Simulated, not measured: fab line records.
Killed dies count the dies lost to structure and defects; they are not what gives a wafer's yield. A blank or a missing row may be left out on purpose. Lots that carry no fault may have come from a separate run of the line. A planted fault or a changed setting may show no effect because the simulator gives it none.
fab line records + flow n5_finfet
[record]
- lots = 4
- wafers = 11
- last_day = 17
route steps=1938 shown BEOL_M4@1099 BEOL_M5@1112 BEOL_M11@1573 PASSIVATION@1936
lots that met no fault: taken from a fault-free run of the same line
start_h: hours from the record's opening day to when the first of the lot's shown wafers began + wait_h: hours since the lot's step before + " same as the row above + L1.1+2: several wafers, shown together as one row + - no value, or no start given + * or withheld: withheld + < > ~ a bound
route shown NAME@n: a module of which the file shows steps, and the number in the route of the first + usual: average and standard deviation across the fault-free wafers + same: alike in all rows + chamber/n: place in a boat + sites: each site's reading + _std_site: the standard deviation of these + _edge_site: inner sites' mean taken away from outer sites' mean + radius_mm: how far each site lies from the wafer's centre + mask NAME#n: copy n + behind: the last tool/chamber to shape the wafer + hold: reason for holding the lot/hours on hold/outcome of the hold + device: the n, p or np transistor that did not switch + end of line: tests run on the same wafers once the route is complete + for a step that has no rows: nothing shown but its recipe + killed: dies lost to structure and defects at the first sort, not the wafer's yield + map: the dies of a wafer, with x for killed, . for not killed, _ for no die there
set.NAME: the setting as run; set.NAME@STEP: as run at that earlier step + model.NAME: the simulator's own value behind a step, which no gauge read
a table for each step, a row for each wafer; lots at some steps of the route
services: from which hour (start_h, from the record's first day; less than 0 if before it) a tool's chamber was out of use, for how many hours, and why
[[steps]]
[step N5_BEOL_M4_ANNEAL_95]
[recipe]
- temp_c = 400
- time_s = 240
- ambient = vacuum
[step N5_BEOL_M4_SPUTTER_96]
[recipe]
- material = Cu
- target_thk_a = 45
- temp_c = -20
- chamber_pressure_pa = 0.07
- power_w = withheld
- time_s = 8.29
[step N5_BEOL_M4_ECD_50]
[recipe]
- material = Cu
- target_thk_a = 3000
[step N5_BEOL_M4_ANNEAL_51]
[recipe]
- temp_c = 225
- time_s = 90
- ambient = N2
[step N5_BEOL_M4_CMP_52]
[recipe]
- stop_on = SiOC
- t_overpolish_s = 6.8
- down_force_psi = 1
- platen_rpm = 50
- clearing_platen_down_force_psi = 1.5
- clearing_platen_rpm = 50
- post_cmp_clean = cu_alkaline
- target_thk_nm = 40
- clearing_platen_pad_velocity_m_s = 0.99484
- pad_velocity_m_s = 0.99484
[step N5_BEOL_M4_PRE_CLEAN_60]
[recipe]
- gas = NH3/H2
- time_s = 15
- temp_c = *
- rf_power_w = 300
[step N5_BEOL_M4_CO_CAP_55]
[recipe]
- material = Co
- target_thk_a = 20
- temp_c = 200
- precursor = CCTBA/H2
- pressure_torr = 30
- time_s = 102.1
[step N5_BEOL_M4_PRE_CLEAN_56]
[recipe]
- gas = NH3
- time_s = 15
- temp_c = withheld
- rf_power_w = 300
[step N5_BEOL_M4_DEP_57]
[recipe]
- material = SiCN
- target_thk_a = 80
- temp_c = withheld
- precursor = 3MS/NH3
- pressure_torr = 3
- rf_w = 202
- time_s = 14
[step N5_BEOL_M4_RC_MEAS_101]
[usual]
- DIBL_N = 36.2/2.4
- DIBL_P = 36.2/2.6
- IOFF_N = 0.16/0.045
- IOFF_P = 0.21/0.046
- ION_N = 674/17
- ION_P = 463/11
- SS_N = 71.5/0.77
- SS_P = 73.1/0.76
- VT_N = 250/3.9
- VT_P = -250/3.9
| lot.wafer | tool      | chamber | start_h | wait_h | DIBL_N[mV/V] | DIBL_P[mV/V] | IOFF_N[nA/um] | IOFF_P[nA/um] | ION_N[uA/um] | ION_P[uA/um] | SS_N[mV/dec] | SS_P[mV/dec] | VT_N[mV] | VT_P[mV] |
|-----------|-----------|---------|---------|--------|--------------|--------------|---------------|---------------|--------------|--------------|--------------|--------------|----------|----------|
| L401.3    | prober-02 | 0       | 245.96  | 0.3    | 33.9         | 33.5         | 0.12          | 0.17          | 668          | 452          | 70.8         | 72.7         | 251      | -252     |
| L401.5    | "         | 0       | "       | "      | 36.5         | 35.1         | 0.17          | 0.21          | 669          | 460          | 71.9         | 73.1         | 249      | -250     |
| L401.6    | "         | 0       | "       | "      | 33.8         | 32.9         | 0.12          | 0.17          | 669          | 463          | 70.8         | 72.3         | 253      | -252     |
| L403.2    | prober-01 | 0       | 249.75  | 0.2    | 35.9         | 33.7         | 0.15          | 0.21          | 681          | 470          | 71.7         | 72.9         | 251      | -249     |
| L403.5    | "         | 0       | "       | "      | 33.7         | 32.1         | 0.13          | 0.19          | 679          | 476          | 70.1         | 72.7         | 251      | -248     |
| L403.6    | "         | 0       | "       | "      | 38.7         | 36.5         | 0.21          | 0.25          | 693          | 469          | 71.7         | 73.9         | 245      | -242     |
| L411.3    | prober-02 | 0       | 294.65  | 0.3    | 33.9         | 33.7         | 0.14          | 0.17          | 694          | 471          | 70.7         | 73.0         | 246      | -252     |
| L411.6    | "         | 0       | "       | "      | 34.7         | 35.6         | 0.15          | 0.19          | 697          | 473          | 71.7         | 72.7         | 247      | -250     |
| L412.1    | prober-01 | 0       | 300.31  | 0.0    | 39.0         | 38.5         | 0.21          | 0.25          | 685          | 467          | 72.9         | 73.6         | 247      | -248     |
| L412.3    | "         | 0       | "       | "      | 35.5         | 35.1         | 0.13          | 0.19          | 651          | 454          | 71.0         | 72.7         | 254      | -248     |
| L412.4    | "         | 0       | "       | "      | 34.2         | 33.9         | 0.11          | 0.17          | 667          | 463          | 71.5         | 72.8         | 256      | -252     |
[step N5_BEOL_M5_ILD_DEP_00]
[recipe]
- material = SiCOH_lowk
- target_thk_a = 1406.4
- temp_c = 300
- precursor = DEMS/porogen
- pressure_torr = 5
- rf_w = 500
- time_s = 25.9
[step N5_BEOL_M5_CURE_79]
[recipe]
- temp_c = 385
- time_s = 240
- ambient = He/Ar
- material = SiCOH_lowk
[step N5_BEOL_M5_PECVD_70]
[recipe]
- material = SiO2
- target_thk_a = 160
- temp_c = 400
- precursor = TEOS/O2
- pressure_torr = 5.5
- rf_w = 450
- teos_flow_sccm = 53.8
- gas = O2
- flow_sccm = 3000
- time_s = 18
[step N5_BEOL_M5_HM_DEP_02]
[recipe]
- material = TiN
- target_thk_a = 200
- temp_c = 25
- chamber_pressure_pa = 0.49996
[step N5_BEOL_M5_COAT_59]
[recipe]
- resist = SOC
- temp_c = 250
- time_s = 60
- spin_rpm = 1500
- resist_thk_nm = 60
[step N5_BEOL_M5_COAT_60]
[recipe]
- resist = SiARC
- temp_c = 220
- time_s = 60
- spin_rpm = 1500
- resist_thk_nm = 12
[step N5_BEOL_M5_COAT_71]
[recipe]
- resist = underlayer
- temp_c = 205
- time_s = 60
- spin_rpm = 1500
- resist_thk_nm = 5
[step N5_BEOL_M5_COAT_05]
[recipe]
- resist = CAR-EUV
- spin_rpm = 1500
- resist_thk_nm = 30
[step N5_BEOL_M5_EBR_07]
[recipe]
- solvent = PGMEA
- ebr_width_mm = 1.5
[step N5_BEOL_M5_SOFTBAKE_06]
[recipe]
- temp_c = 110
- time_s = 60
- resist = CAR-EUV
[step N5_BEOL_M5_EXPOSE_08]
[recipe]
- mask_id = M5
- na = 0.33
- source_shape = annular
- sigma_inner = 0.4
- sigma_outer = 0.8
- polarization = unpolarized
- target_cd_nm = 28
- dose_mj = 35.75
[step N5_BEOL_M5_PEB_09]
[recipe]
- peb_temp_c = 100
- peb_time_s = 60
- resist = CAR-EUV
[step N5_BEOL_M5_DEVELOP_10]
[recipe]
- develop_time_s = 30
- developer = TMAH
- resist = CAR-EUV
- rinse_liquid = surfactant_rinse
- dry = air_spin
- dev_temp_c = 23
[step N5_BEOL_M5_DESCUM_16]
[recipe]
- chemistry = O2
- time_s = 7
- source_power_w = 50
- bias_power_w = 20
- pressure_mtorr = 20
- rf_frequency_hz = 2.712e+07
- temp_c = 40
- resist = CAR-EUV
- o2_flow_sccm = 225
[step N5_BEOL_M5_ETCH_72]
[recipe]
- chemistry = N2/H2
- target = underlayer
- target_depth_a = 65
- mask_material = CAR-EUV
- time_s = 5.2
- ion_energy_ev = 200
- pressure_mtorr = 30
- source_w = 840
- bias_w = 150
- n2_flow_sccm = 200
- h2_flow_sccm = 200
- ends = cleared
[step N5_BEOL_M5_ETCH_61]
[recipe]
- chemistry = CF4
- target = SiARC
- target_depth_a = 156
- mask_material = CAR-EUV
- time_s = 26
- ion_energy_ev = 80
- pressure_mtorr = 40
- source_w = 545
- bias_w = 36
- Ar_flow_sccm = 100
- cf4_flow_sccm = 100
- ends = cleared
[step N5_BEOL_M5_ETCH_62]
[recipe]
- chemistry = N2/H2
- target = SOC
- target_depth_a = 750
- overetch_a = 150
- mask_material = SiARC
- temp_c = 40
- time_s = 112.5
- ion_energy_ev = 200
- pressure_mtorr = 30
- source_w = 840
- bias_w = 150
- n2_flow_sccm = 200
- h2_flow_sccm = 200
[step N5_BEOL_M5_STRIP_63]
[recipe]
- chemistry = N2/H2
- temp_c = 40
- n2_flow_sccm = 200
- h2_flow_sccm = 200
- rf_frequency_hz = 6e+07
[step N5_BEOL_M5_STRIP_73]
[recipe]
- chemistry = N2/H2
- temp_c = 40
- n2_flow_sccm = 200
- h2_flow_sccm = 200
- rf_frequency_hz = 6e+07
[step N5_BEOL_M5_STRIP_64]
[recipe]
- chemistry = CF4
- resist = SiARC
- power_w = 300
- bias_power_w = 75
- pressure_mtorr = 50
- cf4_flow_sccm = 150
- rf_frequency_hz = 6e+07
[step N5_BEOL_M5_HM_OPEN_17]
[recipe]
- chemistry = Cl2/BCl3
- target_depth_a = 200
- overetch_a = 60
- target = TiN
- mask_material = SOC
- ion_energy_ev = 150
- pressure_mtorr = 10
- icp_w = 1000
- bias_w = 126
- Cl2_flow_sccm = 53.25
- bcl3_flow_sccm = 21.75
- Ar_flow_sccm = 25
[step N5_BEOL_M5_STRIP_19]
[recipe]
- chemistry = O2
- power_w = 400
- temp_c = 40
- pressure_mtorr = 30
- rf_frequency_hz = 6e+07
- bias_power_w = 0
- overash_fraction = 0.2
- o2_flow_sccm = 225
[step N5_BEOL_M5_COAT_65]
[recipe]
- resist = SOC
- temp_c = 250
- time_s = 60
- spin_rpm = 1500
- resist_thk_nm = 60
[step N5_BEOL_M5_COAT_66]
[recipe]
- resist = SiARC
- temp_c = 220
- time_s = 60
- spin_rpm = 1500
- resist_thk_nm = 12
[step N5_BEOL_M11_ETCH_66]
[recipe]
- chemistry = N2/H2
- target = SOC
- target_depth_a = 1200
- overetch_a = 240
- mask_material = SiARC
- temp_c = 40
- time_s = 180
- ion_energy_ev = 200
- pressure_mtorr = 30
- source_w = 840
- bias_w = 150
- n2_flow_sccm = 200
- h2_flow_sccm = 200
[usual]
- bias_w = 150.0/0.44
- chamber_pressure_mTorr = 29.998/0.027
- drypump_motor_current_A = 5.7/0.46
- oes_product_au = 0.67/0.072
- rf_vpp_V = 524.3/2.3
- showerhead_plenum_p_Torr = 2.57/0.081
- throttle_valve_pct = 17.87/0.24
| lot.wafer | tool        | chamber | start_h | wait_h | bias_w | chamber_pressure_mTorr | drypump_motor_current_A | oes_product_au | rf_hours_counter_h | rf_vpp_V | showerhead_plenum_p_Torr | throttle_valve_pct | model.CAR-ArF_of_BEOL_M11_COAT_22.thk_nm | model.SiARC_of_BEOL_M11_COAT_64.thk_nm |
|-----------|-------------|---------|---------|--------|--------|------------------------|-------------------------|----------------|--------------------|----------|--------------------------|--------------------|------------------------------------------|----------------------------------------|
| L403.2    | rie_diel-06 | 1       | 317.75  | 0.0    | -      | -                      | -                       | -              | -                  | -        | -                        | -                  | 55.4                                     | 30                                     |
| L403.5    | "           | 0       | "       | "      | -      | -                      | -                       | -              | -                  | -        | -                        | -                  | 55.6                                     | 30                                     |
| L403.6    | "           | 3       | "       | "      | -      | -                      | -                       | -              | -                  | -        | -                        | -                  | 55.6                                     | 30                                     |
| L401.3    | rie_diel-01 | 3       | 317.82  | 0.0    | -      | -                      | -                       | -              | -                  | -        | -                        | -                  | 55.8                                     | 30                                     |
| L401.5    | "           | 3       | "       | "      | -      | -                      | -                       | -              | -                  | -        | -                        | -                  | 56                                       | 30.2                                   |
| L401.6    | "           | 1       | "       | "      | -      | -                      | -                       | -              | -                  | -        | -                        | -                  | 55.6                                     | 30.2                                   |
| L412.1    | rie_diel-01 | 0       | 359.28  | 0.0    | 150.0  | 29.992                 | 5.9                     | 0.67           | 46                 | 522.7    | 2.52                     | 18.16              | 0                                        | 22.8                                   |
| L412.3    | "           | 2       | "       | "      | 150.6  | 30.009                 | 5.5                     | 0.76           | 11                 | 525.8    | 2.59                     | 17.75              | 0                                        | 22.2                                   |
| L412.4    | "           | 1       | "       | "      | 150.0  | 29.995                 | 5.1                     | 0.76           | 18                 | 524.9    | 2.61                     | 17.74              | 0                                        | 23                                     |
| L411.3    | rie_diel-01 | 2       | 359.79  | 0.0    | 149.6  | 29.974                 | 5.5                     | 0.75           | 11                 | 527.0    | 2.59                     | 17.74              | 0                                        | 22.2                                   |
| L411.6    | "           | 0       | "       | "      | 149.6  | 29.993                 | 5.9                     | 0.68           | -                  | 521.0    | 2.52                     | 18.18              | 0                                        | 22.8                                   |
[step N5_BEOL_M11_VIA_ETCH_34]
[recipe]
- chemistry = C4F6/O2
- target = SiCOH_lowk
- target_depth_a = 1845
- mask_material = SOC
- taper_deg = 4
- time_s = 69.2
- ion_energy_ev = 250
- pressure_mtorr = 30
- source_w = 345
- bias_w = 185
- Ar_flow_sccm = 300
- C4F6_flow_sccm = 10
- O2_flow_sccm = 10
[usual]
- C4F6_flow_sccm = 10.003/0.03
- O2_flow_sccm = 10.00/0.03
- drypump_motor_current_A = 5.7/0.45
- oes_ar_750_au = 0.83/0.091
- oes_o_777_au = 0.82/0.086
- oes_product_au = 0.83/0.088
- rf_vpp_V = 663/16
- showerhead_plenum_p_Torr = 2.86/0.092
- throttle_valve_pct = 20.87/0.28
| lot.wafer | tool        | chamber | start_h | wait_h | C4F6_flow_sccm | O2_flow_sccm | drypump_motor_current_A | oes_ar_750_au | oes_o_777_au | oes_product_au | rf_hours_counter_h | rf_vpp_V | showerhead_plenum_p_Torr | throttle_valve_pct |
|-----------|-------------|---------|---------|--------|----------------|--------------|-------------------------|---------------|--------------|----------------|--------------------|----------|--------------------------|--------------------|
| L403.2    | rie_diel-06 | 1       | 317.88  | 0.0    | 10.044         | 9.99         | 5.3                     | 0.78          | 0.76         | 0.29           | 113                | 683      | 2.96                     | 21.00              |
| L403.5    | "           | 0       | "       | "      | 10.016         | 9.94         | 5.5                     | 0.84          | 0.80         | 0.32           | -                  | 698      | 2.78                     | 20.66              |
| L403.6    | "           | 3       | "       | "      | 10.019         | 9.98         | 5.1                     | 0.88          | 0.86         | 0.33           | -                  | 635      | 2.80                     | 20.83              |
| L401.3    | rie_diel-01 | 3       | 317.95  | 0.0    | 9.996          | 10.01        | 6.4                     | 0.82          | 0.80         | 0.31           | 49                 | 665      | 2.86                     | 20.15              |
| L401.5    | "           | 3       | "       | "      | 10.023         | 10.00        | 6.4                     | 0.83          | 0.80         | 0.31           | -                  | 666      | 2.86                     | 20.16              |
| L401.6    | "           | 1       | "       | "      | 9.948          | 9.94         | 5.2                     | 1.01          | 0.99         | 0.36           | -                  | 654      | 2.95                     | 20.76              |
| L412.1    | rie_diel-01 | 0       | 359.41  | 0.0    | 9.994          | 10.01        | 5.9                     | 0.84          | 0.81         | 0.83           | 46                 | 650      | 2.77                     | 20.94              |
| L412.3    | "           | 2       | "       | "      | 10.038         | 10.02        | 5.5                     | 0.95          | 0.95         | 0.96           | 11                 | 657      | 2.93                     | 21.05              |
| L412.4    | "           | 1       | "       | "      | 10.008         | 9.98         | 5.2                     | 0.96          | 0.93         | 0.92           | 18                 | 654      | 2.94                     | 20.95              |
| L411.3    | rie_diel-01 | 2       | 359.91  | 0.0    | 9.973          | 10.02        | 5.5                     | 0.96          | 0.95         | 0.96           | 11                 | 658      | 2.93                     | 21.04              |
| L411.6    | "           | 0       | "       | "      | 9.992          | 10.00        | 5.9                     | 0.84          | 0.82         | 0.83           | -                  | 650      | 2.77                     | 20.95              |
[step N5_PASSIVATION_PROBE_49]
[usual]
- defect_limited_yield = 91.2/1.4
- killed_at_M0_to_M3 = 33/9.5
- killed_at_M4_up = 13/4.7
- killed_at_contacts = 11/5.3
- killed_at_front_end = 42/12
- killed_at_other = 5/3.3
- killed_dies = 104/17
- killed_on_rim = 14/4
- killed_open = 67/12
- killed_short = 33/7.7
- sort_bin_5_function = 5.1/0.94
- sort_bin_6_memory = 3.3/0.67
- sort_n_pass = 1074/24
- sort_yield_pct = 91.1/2
[same]
- gross_dies = 1180
- killed_at_back_side = 0
- sort_bin_4_leakage[%] = 0
- sort_bin_8_speed[%] = 0
| lot.wafer | tool      | chamber | start_h | wait_h | defect_limited_yield[%] | killed_at_M0_to_M3 | killed_at_M4_up | killed_at_contacts | killed_at_front_end | killed_at_other | killed_dies | killed_on_rim | killed_open | killed_short | sort_bin_5_function[%] | sort_bin_6_memory[%] | sort_n_pass | sort_yield_pct[%] |
|-----------|-----------|---------|---------|--------|-------------------------|--------------------|-----------------|--------------------|---------------------|-----------------|-------------|---------------|-------------|--------------|------------------------|----------------------|-------------|-------------------|
| L403.2    | prober-02 | -       | 370.64  | 0.1    | 0                       | 35                 | 1097            | 8                  | 39                  | 1               | 1180        | 152           | 52          | 40           | 97.5                   | 2.1                  | 0           | 0                 |
| L403.5    | prober-02 | -       | 370.79  | 0.2    | 0                       | 32                 | 1081            | 11                 | 51                  | 5               | 1180        | 152           | 73          | 38           | 96.4                   | 3.2                  | 0           | 0                 |
| L403.6    | prober-02 | -       | 370.84  | 0.3    | 0                       | 34                 | 1099            | 12                 | 34                  | 1               | 1180        | 152           | 60          | 26           | 97.5                   | 2.2                  | 0           | 0                 |
| L401.3    | prober-01 | -       | 371.66  | 0.1    | 0                       | 26                 | 1095            | 19                 | 37                  | 3               | 1180        | 152           | 70          | 30           | 96.4                   | 3.1                  | 0           | 0                 |
| L401.5    | prober-01 | -       | 371.76  | 0.2    | 0                       | 19                 | 1105            | 16                 | 39                  | 1               | 1180        | 152           | 54          | 27           | 97.1                   | 2.8                  | 0           | 0                 |
| L401.6    | prober-01 | -       | 371.81  | 0.3    | 0                       | 29                 | 1100            | 8                  | 43                  | 0               | 1180        | 152           | 63          | 25           | 97.2                   | 2.7                  | 0           | 0                 |
| L411.3    | prober-02 | -       | 406.99  | 0.1    | 90.6                    | 26                 | 21              | 19                 | 44                  | 1               | 111         | 21            | 90          | 15           | 5.2                    | 3.6                  | 1069        | 90.6              |
| L411.6    | prober-02 | -       | 407.14  | 0.3    | 92.5                    | 32                 | 14              | 8                  | 31                  | 4               | 89          | 17            | 62          | 25           | 4.7                    | 2.8                  | 1091        | 92.5              |
// killed by level:class
L403.2 BEOL_M11:area_etch=1085 FIN_SAQP:geometric_particle:short=11 BEOL_M0_SAQP:geometric_particle:short=11 FIN_SAQP:geometric_particle:open=8 GATE_CUT:geometric_particle:short=8 MOL_CONTACT_COAG:geometric_particle:open=8 BEOL_M1:geometric_particle:open=6 BEOL_M0_SAQP:geometric_particle:open=5
L403.5 BEOL_M11:area_etch=1066 FIN_SAQP:geometric_particle:open=16 FIN_SAQP:geometric_particle:short=11 BEOL_M0_SAQP:geometric_particle:open=10 MOL_CONTACT_COAG:geometric_particle:open=9 BEOL_M4:geometric_particle:open=9 BEOL_M0_SAQP:geometric_particle:short=8 BEOL_M3:geometric_particle:open=6
L403.6 BEOL_M11:area_etch=1093 FIN_SAQP:geometric_particle:open=16 BEOL_M3:geometric_particle:open=11 MOL_CONTACT_COAG:geometric_particle:open=9 FIN_SAQP:geometric_particle:short=8 BEOL_M0_SAQP:geometric_particle:short=8 BEOL_M0_SAQP:geometric_particle:open=4 DUMMY_GATE:geometric_particle:open=3
L401.3 BEOL_M11:area_etch=1076 MOL_CONTACT_COAG:geometric_particle:open=16 FIN_SAQP:geometric_particle:open=11 FIN_SAQP:geometric_particle:short=5 BEOL_M0_SAQP:geometric_particle:short=5 BEOL_M0_SAQP:geometric_particle:open=5 BEOL_M2:geometric_particle:open=5 STI_FIN_REVEAL:geometric_particle:open=4
L401.5 BEOL_M11:area_etch=1097 MOL_CONTACT_COAG:geometric_particle:open=13 FIN_SAQP:geometric_particle:open=11 FIN_SAQP:geometric_particle:short=9 BEOL_M0_SAQP:geometric_particle:open=5 BEOL_M2:geometric_particle:open=5 STI_FIN_REVEAL:geometric_particle:open=4 GATE_CUT:geometric_particle:open=4
L401.6 BEOL_M11:area_etch=1090 FIN_SAQP:geometric_particle:open=14 BEOL_M0_SAQP:geometric_particle:open=8 FIN_SAQP:geometric_particle:short=7 MOL_CONTACT_COAG:geometric_particle:open=7 BEOL_M3:geometric_particle:open=7 BEOL_M0_SAQP:geometric_particle:short=6 GATE_CUT:geometric_particle:open=4
L411.3 STI_FIN_REVEAL:geometric_particle:open=16 MOL_CONTACT_COAG:geometric_particle:open=16 DUMMY_GATE:geometric_particle:open=9 BEOL_M4:geometric_particle:open=8 BEOL_M0_SAQP:geometric_particle:open=7 BEOL_M2:geometric_particle:open=7 BEOL_M3:geometric_particle:open=7 BEOL_M6:geometric_particle:open=6
L411.6 BEOL_M2:geometric_particle:open=9 BEOL_M3:geometric_particle:open=8 MOL_CONTACT_COAG:geometric_particle:open=7 BEOL_M1:geometric_particle:open=7 DUMMY_GATE:geometric_particle:open=5 BEOL_M4:geometric_particle:open=5 STI_FIN_REVEAL:geometric_particle:open=4 GATE_CUT:geometric_particle:open=4
// map L401.3 (x killed, . not)
_________________xxxxxxxxxxxx________________
______________xxxxxxxxxxxxxxxxxx_____________
___________xxxxxxxxxxxxxxxxxxxxxxxx__________
__________xxxxxxxxxxxxxxxxxxxxxxxxxx_________
________xxxxxxxxxxxxxxxxxxxxxxxxxxxxxx_______
_______xxxxxxxxxxxxxxxxxxxxxxxxxxxxxxxx______
______xxxxxxxxxxxxxxxxxxxxxxxxxxxxxxxxxx_____
_____xxxxxxxxxxxxxxxxxxxxxxxxxxxxxxxxxxxx____
____xxxxxxxxxxxxxxxxxxxxxxxxxxxxxxxxxxxxxx___
___xxxxxxxxxxxxxxxxxxxxxxxxxxxxxxxxxxxxxxxx__
___xxxxxxxxxxxxxxxxxxxxxxxxxxxxxxxxxxxxxxxx__
__xxxxxxxxxxxxxxxxxxxxxxxxxxxxxxxxxxxxxxxxxx_
__xxxxxxxxxxxxxxxxxxxxxxxxxxxxxxxxxxxxxxxxxx_
_xxxxxxxxxxxxxxxxxxxxxxxxxxxxxxxxxxxxxxxxxxxx
_xxxxxxxxxxxxxxxxxxxxxxxxxxxxxxxxxxxxxxxxxxxx
_xxxxxxxxxxxxxxxxxxxxxxxxxxxxxxxxxxxxxxxxxxxx
_xxxxxxxxxxxxxxxxxxxxxxxxxxxxxxxxxxxxxxxxxxxx
_xxxxxxxxxxxxxxxxxxxxxxxxxxxxxxxxxxxxxxxxxxxx
_xxxxxxxxxxxxxxxxxxxxxxxxxxxxxxxxxxxxxxxxxxxx
_xxxxxxxxxxxxxxxxxxxxxxxxxxxxxxxxxxxxxxxxxxxx
_xxxxxxxxxxxxxxxxxxxxxxxxxxxxxxxxxxxxxxxxxxxx
__xxxxxxxxxxxxxxxxxxxxxxxxxxxxxxxxxxxxxxxxxx_
__xxxxxxxxxxxxxxxxxxxxxxxxxxxxxxxxxxxxxxxxxx_
___xxxxxxxxxxxxxxxxxxxxxxxxxxxxxxxxxxxxxxxx__
___xxxxxxxxxxxxxxxxxxxxxxxxxxxxxxxxxxxxxxxx__
____xxxxxxxxxxxxxxxxxxxxxxxxxxxxxxxxxxxxxx___
_____xxxxxxxxxxxxxxxxxxxxxxxxxxxxxxxxxxxx____
______xxxxxxxxxxxxxxxxxxxxxxxxxxxxxxxxxx_____
_______xxxxxxxxxxxxxxxxxxxxxxxxxxxxxxxx______
________xxxxxxxxxxxxxxxxxxxxxxxxxxxxxx_______
__________xxxxxxxxxxxxxxxxxxxxxxxxxx_________
___________xxxxxxxxxxxxxxxxxxxxxxxx__________
______________xxxxxxxxxxxxxxxxxx_____________
_________________xxxxxxxxxxxx________________
// map L403.2 (x killed, . not)
_________________xxxxxxxxxxxx________________
______________xxxxxxxxxxxxxxxxxx_____________
___________xxxxxxxxxxxxxxxxxxxxxxxx__________
__________xxxxxxxxxxxxxxxxxxxxxxxxxx_________
________xxxxxxxxxxxxxxxxxxxxxxxxxxxxxx_______
_______xxxxxxxxxxxxxxxxxxxxxxxxxxxxxxxx______
______xxxxxxxxxxxxxxxxxxxxxxxxxxxxxxxxxx_____
_____xxxxxxxxxxxxxxxxxxxxxxxxxxxxxxxxxxxx____
____xxxxxxxxxxxxxxxxxxxxxxxxxxxxxxxxxxxxxx___
___xxxxxxxxxxxxxxxxxxxxxxxxxxxxxxxxxxxxxxxx__
___xxxxxxxxxxxxxxxxxxxxxxxxxxxxxxxxxxxxxxxx__
__xxxxxxxxxxxxxxxxxxxxxxxxxxxxxxxxxxxxxxxxxx_
__xxxxxxxxxxxxxxxxxxxxxxxxxxxxxxxxxxxxxxxxxx_
_xxxxxxxxxxxxxxxxxxxxxxxxxxxxxxxxxxxxxxxxxxxx
_xxxxxxxxxxxxxxxxxxxxxxxxxxxxxxxxxxxxxxxxxxxx
_xxxxxxxxxxxxxxxxxxxxxxxxxxxxxxxxxxxxxxxxxxxx
_xxxxxxxxxxxxxxxxxxxxxxxxxxxxxxxxxxxxxxxxxxxx
_xxxxxxxxxxxxxxxxxxxxxxxxxxxxxxxxxxxxxxxxxxxx
_xxxxxxxxxxxxxxxxxxxxxxxxxxxxxxxxxxxxxxxxxxxx
_xxxxxxxxxxxxxxxxxxxxxxxxxxxxxxxxxxxxxxxxxxxx
_xxxxxxxxxxxxxxxxxxxxxxxxxxxxxxxxxxxxxxxxxxxx
__xxxxxxxxxxxxxxxxxxxxxxxxxxxxxxxxxxxxxxxxxx_
__xxxxxxxxxxxxxxxxxxxxxxxxxxxxxxxxxxxxxxxxxx_
___xxxxxxxxxxxxxxxxxxxxxxxxxxxxxxxxxxxxxxxx__
___xxxxxxxxxxxxxxxxxxxxxxxxxxxxxxxxxxxxxxxx__
____xxxxxxxxxxxxxxxxxxxxxxxxxxxxxxxxxxxxxx___
_____xxxxxxxxxxxxxxxxxxxxxxxxxxxxxxxxxxxx____
______xxxxxxxxxxxxxxxxxxxxxxxxxxxxxxxxxx_____
_______xxxxxxxxxxxxxxxxxxxxxxxxxxxxxxxx______
________xxxxxxxxxxxxxxxxxxxxxxxxxxxxxx_______
__________xxxxxxxxxxxxxxxxxxxxxxxxxx_________
___________xxxxxxxxxxxxxxxxxxxxxxxx__________
______________xxxxxxxxxxxxxxxxxx_____________
_________________xxxxxxxxxxxx________________
[[services]]
| tool        | chamber | start_h | hours | kind                          |
|-------------|---------|---------|-------|-------------------------------|
| rie_diel-06 | 2       | 299.52  | -     | clean                         |
| rie_diel-06 | 2       | 299.52  | -     | consumable_replace:focus_ring |
| rie_diel-06 | 2       | 299.52  | 35.5  | scheduled_down                |
| rie_diel-06 | 2       | 299.52  | 35.5  | vent_cycle                    |
| rie_diel-01 | 0       | 304.06  | 1.6   | repair                        |
| rie_diel-01 | 2       | 313.81  | -     | clean                         |
| rie_diel-01 | 2       | 313.81  | -     | consumable_replace:focus_ring |
| rie_diel-01 | 2       | 313.81  | 15.4  | scheduled_down                |
| rie_diel-01 | 2       | 313.81  | 15.4  | vent_cycle                    |
| rie_diel-06 | -       | 331.06  | 0.5   | repair                        |
| rie_diel-06 | 1       | 357.97  | 1.8   | repair                        |
[[key]]
[first_sign]
- step = N5_BEOL_M11_ETCH_66
- reading = tool_record
- direction = missing
[effect]
- step = N5_BEOL_M11_VIA_ETCH_34
- reading = oes_product_au
- direction = down
- sigmas = 5.8
- usual = 0.83
- struck = 0.32
[effect]
- step = N5_PASSIVATION_PROBE_49
- reading = killed_at_M4_up
- direction = up
- sigmas = 99+
- usual = 13
- struck = 1096
[model_effect]
- step = N5_BEOL_M11_ETCH_66
- value = CAR-ArF_of_BEOL_M11_COAT_22.thk_nm
- without = 0
- struck = 55.67
[more_kills_born_at]
- N5_BEOL_M11_ETCH_66@rie_diel-01 = 3263
- N5_BEOL_M11_ETCH_66@rie_diel-06 = 3244
met_at N5_BEOL_M11_ETCH_66
struck_wafers L401.3,L401.5,L401.6,L403.2,L403.5,L403.6
later_rows_left_out L401.3,L401.5,L401.6,L403.2,L403.5,L403.6
[fault]
- kind = skipped_step_whole
- tool = rie_diel-01,rie_diel-06
- chamber = -
- onset_h = 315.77
- steps = N5_BEOL_M11_ETCH_66
- scope = struck_lots_only
// later_rows_left_out: the simulator's readings of these wafers behind a module that went badly wrong aren't trusted and aren't shown, but for the sort
